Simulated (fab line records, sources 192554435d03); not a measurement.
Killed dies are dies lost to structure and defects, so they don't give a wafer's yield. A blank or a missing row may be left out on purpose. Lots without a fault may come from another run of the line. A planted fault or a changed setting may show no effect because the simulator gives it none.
Which tool did it? | flow n5_finfet | 24 lots, 72 wafers sampled, at 5 steps of a route of 1938

WHAT THE GAUGES READ, wafer by wafer
N5_BEOL_M10_CD_MEAS_35: target cd 70 nm.
lot  | measured     | on        | cd_nm (nm)
L075 | day 10 23:02 | cd_sem-01 | 70.9 70.7 69.5
L074 | day 10 23:18 | cd_sem-02 | 71.6 71.3 71.5
L076 | day 11 07:27 | cd_sem-02 | 70.2 70.0 71.2
L079 | day 11 11:23 | cd_sem-03 | 69.7 69.3 69.5
L077 | day 12 06:12 | cd_sem-02 | 69.6 69.5 68.4
L078 | day 12 08:20 | cd_sem-01 | 70.6 69.9 70.7
L081 | day 12 17:49 | cd_sem-02 | 70.3 70.8 70.8
L080 | day 12 20:17 | cd_sem-02 | 70.0 69.6 69.9
L082 | day 13 02:16 | cd_sem-02 | 71.2 71.0 70.9
L083 | day 13 02:45 | cd_sem-02 | 69.7 70.8 70.7
L084 | day 13 04:49 | cd_sem-01 | 70.4 69.5 69.6
L085 | day 13 09:17 | cd_sem-01 | 71.2 71.0 70.7
L086 | day 14 03:16 | cd_sem-02 | 70.0 69.6 69.9
L087 | day 14 10:45 | cd_sem-03 | 69.5 70.3 71.0
L090 | day 14 16:14 | cd_sem-02 | 69.3 70.2 69.3
L088 | day 14 16:22 | cd_sem-03 | 70.5 70.8 70.1
L089 | day 14 18:40 | cd_sem-03 | 70.7 70.2 70.8
L092 | day 14 22:41 | cd_sem-01 | 69.8 70.6 70.6
L091 | day 15 03:04 | cd_sem-01 | 68.1 68.4 69.6
L093 | day 15 14:55 | cd_sem-01 | 70.4 70.1 70.2
L095 | day 15 21:49 | cd_sem-03 | 70.2 70.2 69.9
L094 | day 15 21:59 | cd_sem-03 | 69.9 69.3 69.3
L096 | day 16 23:50 | cd_sem-03 | 71.3 71.2 70.9
L097 | day 18 07:47 | cd_sem-02 | 69.0 69.3 69.8

N5_BEOL_M11_CD_MEAS_18: pitch 140 nm, target cd 70 nm.
lot  | measured     | on        | cd_nm (nm)
L075 | day 11 04:12 | cd_sem-03 | 69.2 69.1 70.0
L074 | day 11 04:17 | cd_sem-02 | 69.4 70.7 69.3
L076 | day 11 14:08 | cd_sem-03 | 69.6 70.0 69.5
L079 | day 11 19:02 | cd_sem-01 | 69.2 70.1 69.5
L077 | day 12 10:33 | cd_sem-02 | 69.8 70.5 70.4
L078 | day 12 13:20 | cd_sem-03 | 69.5 70.2 68.9
L081 | day 12 23:29 | cd_sem-01 | 70.0 70.7 70.0
L080 | day 13 03:41 | cd_sem-03 | 68.5 69.8 68.4
L082 | day 13 08:25 | cd_sem-03 | 70.5 69.8 69.8
L083 | day 13 08:37 | cd_sem-02 | 71.0 70.7 70.1
L084 | day 13 13:19 | cd_sem-02 | 70.4 69.3 69.7
L085 | day 13 15:44 | cd_sem-02 | 69.9 68.6 69.6
L086 | day 14 09:17 | cd_sem-01 | 70.9 70.5 70.6
L087 | day 14 16:10 | cd_sem-01 | 69.6 69.3 68.5
L090 | day 14 21:09 | cd_sem-03 | 69.3 69.8 70.2
L088 | day 14 22:56 | cd_sem-03 | 70.1 69.0 70.6
L089 | day 14 23:14 | cd_sem-01 | 70.0 69.4 69.8
L092 | day 15 03:29 | cd_sem-01 | 70.4 68.9 69.8
L091 | day 15 11:38 | cd_sem-02 | 69.5 69.9 71.0
L093 | day 15 19:34 | cd_sem-03 | 70.1 69.3 70.7
L095 | day 16 03:25 | cd_sem-02 | 69.0 68.8 69.8
L094 | day 16 04:08 | cd_sem-01 | 68.8 68.9 69.1
L096 | day 17 06:16 | cd_sem-01 | 70.1 70.1 70.4
L097 | day 18 15:01 | cd_sem-02 | 70.3 69.5 69.6

N5_BEOL_M11_CD_MEAS_28: target cd 70 nm.
lot  | measured     | on        | cd_nm (nm)
L075 | day 11 07:01 | cd_sem-01 | 70.9 70.8 70.4
L074 | day 11 06:11 | cd_sem-03 | 69.1 72.5 71.7
L076 | day 11 14:25 | cd_sem-02 | 69.3 71.7 70.5
L079 | day 11 20:55 | cd_sem-03 | 68.8 70.4 68.9
L077 | day 12 10:59 | cd_sem-02 | 69.7 69.8 70.8
L078 | day 12 17:04 | cd_sem-01 | 69.5 70.8 69.9
L081 | day 13 01:22 | cd_sem-02 | 70.5 70.2 70.5
L080 | day 13 06:28 | cd_sem-03 | 69.5 70.9 69.0
L082 | day 13 08:50 | cd_sem-01 | 69.4 68.6 69.1
L083 | day 13 11:14 | cd_sem-01 | 67.9 69.5 69.9
L084 | day 13 13:45 | cd_sem-01 | 71.0 72.2 70.0
L085 | day 13 16:03 | cd_sem-02 | 68.5 70.9 68.6
L086 | day 14 10:09 | cd_sem-02 | 69.3 69.2 69.8
L087 | day 14 17:46 | cd_sem-03 | 71.1 69.5 68.8
L090 | day 14 21:33 | cd_sem-02 | 68.9 70.2 70.5
L088 | day 15 01:52 | cd_sem-01 | 68.6 70.0 68.3
L089 | day 15 02:02 | cd_sem-03 | 70.0 71.8 71.3
L092 | day 15 08:30 | cd_sem-03 | 70.3 70.5 69.2
L091 | day 15 14:19 | cd_sem-01 | 70.0 71.2 68.5
L093 | day 15 21:05 | cd_sem-02 | 71.4 70.1 70.1
L095 | day 16 05:01 | cd_sem-02 | 70.7 68.5 69.6
L094 | day 16 05:11 | cd_sem-01 | 68.0 70.0 68.8
L096 | day 17 07:07 | cd_sem-02 | 68.5 67.9 68.1
L097 | day 18 17:23 | cd_sem-03 | 69.5 70.8 70.4

WHICH TOOL RAN EACH LOT (tool, then ch and the chambers of the sampled wafers, then the start)
lot  | N5_BEOL_M11_ETCH_61                | N5_BEOL_M11_STRIP_19
L075 | rie_diel-03 ch 1,3, day 11 03:41   | rie_diel-03 ch 0,1,2, day 11 04:08
L074 | rie_diel-06 ch 1,2,3, day 11 03:51 | rie_diel-05 ch 1,2,3, day 11 04:14
L076 | rie_diel-06 ch 1,2, day 11 13:37   | rie_diel-05 ch 1,2,3, day 11 14:04
L079 | rie_diel-06 ch 0,1,2, day 11 18:35 | rie_diel-03 ch 0,3, day 11 18:58
L077 | rie_diel-03 ch 0,2,3, day 12 10:08 | rie_diel-06 ch 1,2, day 12 10:29
L078 | rie_diel-05 ch 0,1,2, day 12 12:55 | rie_diel-06 ch 2,3, day 12 13:16
L081 | rie_diel-05 ch 1,2, day 12 23:04   | rie_diel-03 ch 1,3, day 12 23:25
L080 | rie_diel-06 ch 1,2, day 13 03:15   | rie_diel-05 ch 0,1,2, day 13 03:36
L082 | rie_diel-03 ch 0,1,3, day 13 07:53 | rie_diel-03 ch 0,1,3, day 13 08:20
L083 | rie_diel-03 ch 0,1, day 13 08:08   | rie_diel-06 ch 0,2, day 13 08:32
L084 | rie_diel-05 ch 2,3, day 13 12:54   | rie_diel-05 ch 2,3, day 13 13:15
L085 | rie_diel-03 ch 0,1, day 13 15:14   | rie_diel-06 ch 1,2,3, day 13 15:40
L086 | rie_diel-06 ch 0,1, day 14 08:52   | rie_diel-06 ch 0,2,3, day 14 09:13
L087 | rie_diel-05 ch 0,1,3, day 14 15:40 | rie_diel-03 ch 0,1, day 14 16:05
L090 | rie_diel-06 ch 2,3, day 14 20:44   | rie_diel-05 ch 0,1,3, day 14 21:05
L088 | rie_diel-06 ch 0,2,3, day 14 22:29 | rie_diel-05 ch 1,3, day 14 22:52
L089 | rie_diel-03 ch 0,1,2, day 14 22:43 | rie_diel-06 ch 0,3, day 14 23:10
L092 | rie_diel-03 ch 0,1,2, day 15 03:03 | rie_diel-03 ch 0,3, day 15 03:25
L091 | rie_diel-05 ch 2,3, day 15 11:10   | rie_diel-05 ch 2,3, day 15 11:33
L093 | rie_diel-06 ch 1,3, day 15 19:09   | rie_diel-06 ch 1,2, day 15 19:29
L095 | rie_diel-06 ch 1,3, day 16 02:57   | rie_diel-05 ch 0,1,3, day 16 03:21
L094 | rie_diel-03 ch 0,1,3, day 16 03:34 | rie_diel-03 ch 0,1, day 16 04:04
L096 | rie_diel-03 ch 2,3, day 17 05:44   | rie_diel-06 ch 0,1, day 17 06:11
L097 | rie_diel-05 ch 1,2,3, day 18 14:35 | rie_diel-03 ch 0,1,2, day 18 14:56
- N5_BEOL_M11_ETCH_61: etches SiARC in CF4, target depth 39 nm, time 65 s.
- N5_BEOL_M11_STRIP_19: strips in O2.

WHAT THE TOOLS THEMSELVES READ (means of the sampled wafers that have a number; where no wafer has one, the mark that the record gives instead)
N5_BEOL_M11_ETCH_61.
lot  | tool        | drypump_motor_current_A (A) | etch_rf_on_time_s (s) | oes_product_au (a.u.) | rf_vpp_V (V) | showerhead_plenum_p_Torr (Torr) | throttle_valve_pct (%)
L075 | rie_diel-03 | 5.2                         | 65.5                  | 0.70                  | 184.7        | 2.20                            | 15.56
L074 | rie_diel-06 | 5.7                         | 65.8                  | 0.65                  | 183.8        | 2.12                            | 15.74
L076 | rie_diel-06 | 5.7                         | 63.9                  | 0.67                  | 183.2        | 2.04                            | 15.77
L079 | rie_diel-06 | 5.8                         | 64.7                  | 0.65                  | 184.0        | 2.12                            | 15.72
L077 | rie_diel-03 | 5.5                         | 65.0                  | 0.64                  | 183.6        | 2.14                            | 15.52
L078 | rie_diel-05 | 5.6                         | 64.7                  | 0.68                  | 183.8        | 2.13                            | 15.59
L081 | rie_diel-05 | 5.9                         | 64.9                  | 0.73                  | 184.5        | 2.12                            | 15.45
L080 | rie_diel-06 | 5.7                         | 63.7                  | 0.66                  | 183.1        | 2.04                            | 15.80
L082 | rie_diel-03 | 5.3                         | 64.7                  | 0.67                  | 183.8        | 2.15                            | 15.54
L083 | rie_diel-03 | 5.4                         | 62.7                  | 0.70                  | 184.2        | 2.10                            | 15.45
L084 | rie_diel-05 | 5.7                         | 65.4                  | 0.65                  | 184.0        | 2.14                            | 15.56
L085 | rie_diel-03 | 5.4                         | 63.3                  | 0.68                  | 183.9        | 2.10                            | 15.47
L086 | rie_diel-06 | 5.8                         | 64.7                  | 0.63                  | 183.5        | 2.13                            | 15.67
L087 | rie_diel-05 | 6.1                         | 65.6                  | 0.65                  | 183.3        | 2.11                            | 15.62
L090 | rie_diel-06 | 5.9                         | 66.3                  | 0.62                  | 184.6        | 2.17                            | 15.82
L088 | rie_diel-06 | 5.9                         | 65.9                  | 0.62                  | 184.5        | 2.19                            | 15.71
L089 | rie_diel-03 | 5.7                         | 62.7                  | 0.65                  | 183.9        | 2.08                            | 15.49
L092 | rie_diel-03 | 5.7                         | 63.6                  | 0.64                  | 183.5        | 2.08                            | 15.48
L091 | rie_diel-05 | 5.7                         | 65.4                  | 0.65                  | 183.9        | 2.13                            | 15.58
L093 | rie_diel-06 | 5.6                         | 65.4                  | 0.62                  | 185.0        | 2.13                            | 15.75
L095 | rie_diel-06 | 5.6                         | 66.2                  | 0.61                  | 183.2        | 2.13                            | 15.74
L094 | rie_diel-03 | 5.3                         | 64.6                  | 0.66                  | 184.3        | 2.14                            | 15.59
L096 | rie_diel-03 | 5.8                         | 64.6                  | 0.62                  | 182.9        | 2.10                            | 15.57
L097 | rie_diel-05 | 5.8                         | 65.5                  | 0.65                  | 183.0        | 2.12                            | 15.57

N5_BEOL_M11_STRIP_19.
lot  | tool        | drypump_motor_current_A (A) | oes_product_au (a.u.) | rf_vpp_V (V) | showerhead_plenum_p_Torr (Torr) | throttle_valve_pct (%)
L075 | rie_diel-03 | 5.7                         | 0.78                  | 4.1          | 2.04                            | 16.47
L074 | rie_diel-05 | 5.8                         | 0.82                  | 4.1          | 2.09                            | 16.56
L076 | rie_diel-05 | 5.8                         | 0.81                  | 3.2          | 2.09                            | 16.57
L079 | rie_diel-03 | 5.2                         | 0.78                  | 3.8          | 2.16                            | 16.64
L077 | rie_diel-06 | 5.7                         | 0.77                  | 3.8          | 1.99                            | 16.85
L078 | rie_diel-06 | 5.9                         | 0.74                  | 3.8          | 2.13                            | 16.85
L081 | rie_diel-03 | 5.3                         | 0.82                  | 3.6          | 2.08                            | 16.51
L080 | rie_diel-05 | 5.6                         | 0.79                  | 4.2          | 2.08                            | 16.66
L082 | rie_diel-03 | 5.3                         | 0.78                  | 3.4          | 2.10                            | 16.58
L083 | rie_diel-06 | 6.0                         | 0.73                  | 3.7          | 2.15                            | 16.69
L084 | rie_diel-05 | 5.7                         | 0.76                  | 3.3          | 2.11                            | 16.69
L085 | rie_diel-06 | 5.7                         | 0.74                  | 4.0          | 2.07                            | 16.80
L086 | rie_diel-06 | 5.9                         | 0.72                  | 3.7          | 2.14                            | 16.74
L087 | rie_diel-03 | 5.5                         | 0.76                  | 4.0          | 2.06                            | 16.59
L090 | rie_diel-05 | 6.1                         | 0.75                  | 3.5          | 2.07                            | 16.74
L088 | rie_diel-05 | 6.4                         | 0.80                  | 3.6          | 2.06                            | 16.60
L089 | rie_diel-06 | 5.8                         | 0.71                  | 3.6          | 2.15                            | 16.59
L092 | rie_diel-03 | 5.2                         | 0.75                  | 3.5          | 2.15                            | 16.70
L091 | rie_diel-05 | 5.7                         | 0.75                  | 3.7          | 2.10                            | 16.72
L093 | rie_diel-06 | 5.8                         | 0.74                  | 3.8          | 2.05                            | 16.95
L095 | rie_diel-05 | 6.1                         | 0.84                  | 4.1          | 2.07                            | 16.60
L094 | rie_diel-03 | 5.4                         | 0.78                  | 3.1          | 2.04                            | 16.54
L096 | rie_diel-06 | 5.6                         | 0.73                  | 3.2          | 2.00                            | 16.76
L097 | rie_diel-03 | 5.7                         | 0.73                  | 4.1          | 2.02                            | 16.56

THE ANSWER, worked out from the rows above alone
Rule: what is usual is taken from the lots themselves. Put in order of their means at a reading, lots are off if they are a third of the lots or fewer, leave a main group of 4 or more, and stand apart from it by a gap of 3 or more times the standard deviation of the main group's means; of several such gaps the widest counts. A main group whose means are all the same, to the digits that the tables above print for the reading, isn't used. A lot without any number at a reading at which 4 lots or more have one is off too. The other lots that the step has rows for count as sound. The gauges are gone through in route order, then the tools' own readings, and for those a lot's mean is taken as printed above. The first step at which some lot is off is used, and at that step the reading that is off furthest; a lot without a number counts as furthest.
No lot is off at any reading shown: from this, nothing can be told.

WHAT THE SIMULATOR HAD PUT IN
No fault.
